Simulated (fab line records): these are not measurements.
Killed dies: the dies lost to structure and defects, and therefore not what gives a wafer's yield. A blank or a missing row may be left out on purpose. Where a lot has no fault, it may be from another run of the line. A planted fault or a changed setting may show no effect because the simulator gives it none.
Matching of chambers | flow n5-finfet | N5_HKMG_FIN_ETCH_58 on rie-diel-01 has 4 sister chambers
The step etches SOC in N2/H2, target depth 215.8 nm, time 741 s. 8 wafers are shown with their chamber, then 7 later ones without.

== EACH WAFER AND ITS CHAMBER ==
wafer  | chamber | drypump-motor-current-A (A) | showerhead-plenum-p-Torr (Torr)
L077.2 | 2       | 5.5                         | 2.56
L078.6 | 3       | 6.5                         | 2.54
L087.2 | 3       | 6.5                         | 2.54
L089.1 | 0       | 6.2                         | 2.72
L089.2 | 1       | 5.9                         | 2.50
L089.5 | 0       | 6.2                         | 2.72
L094.1 | 1       | 6.0                         | 2.49
L094.3 | 2       | 5.5                         | 2.54

== WAFERS WITH NO CHAMBER GIVEN ==
wafer  | drypump-motor-current-A (A) | showerhead-plenum-p-Torr (Torr)
L094.4 | 6.4                         | 2.53
L095.1 | 6.4                         | 2.53
L095.3 | 6.2                         | 2.71
L095.6 | 5.9                         | 2.49
L096.1 | 5.6                         | 2.54
L096.5 | 5.9                         | 2.49
L096.6 | 5.6                         | 2.54

== EACH ONE'S CHAMBER ==
wafer  | from the rows above | in truth
L094.4 | 3                   | 3
L095.1 | 3                   | 3
L095.3 | 0                   | 0
L095.6 | 1                   | 1
L096.1 | 2                   | 2
L096.5 | 1                   | 1
L096.6 | 2                   | 2
7 of 7 placed correctly. Can't be placed from these rows: 0. Wrongly placed: 0.
How it was worked out, from the rows above alone: a wafer's distance from a chamber is the root of the sum, over the readings, of the square of ((its reading less the chamber's mean) divided by the reading's scatter). The wafer belongs to the nearest chamber; if the next one is less than 2 further off, it can't be placed. A chamber's mean is the mean of its shown wafers. The scatter is the square root of a quotient: the sum, over the shown wafers, of each reading's squared deviation from its chamber's mean, divided by wafers minus chambers.
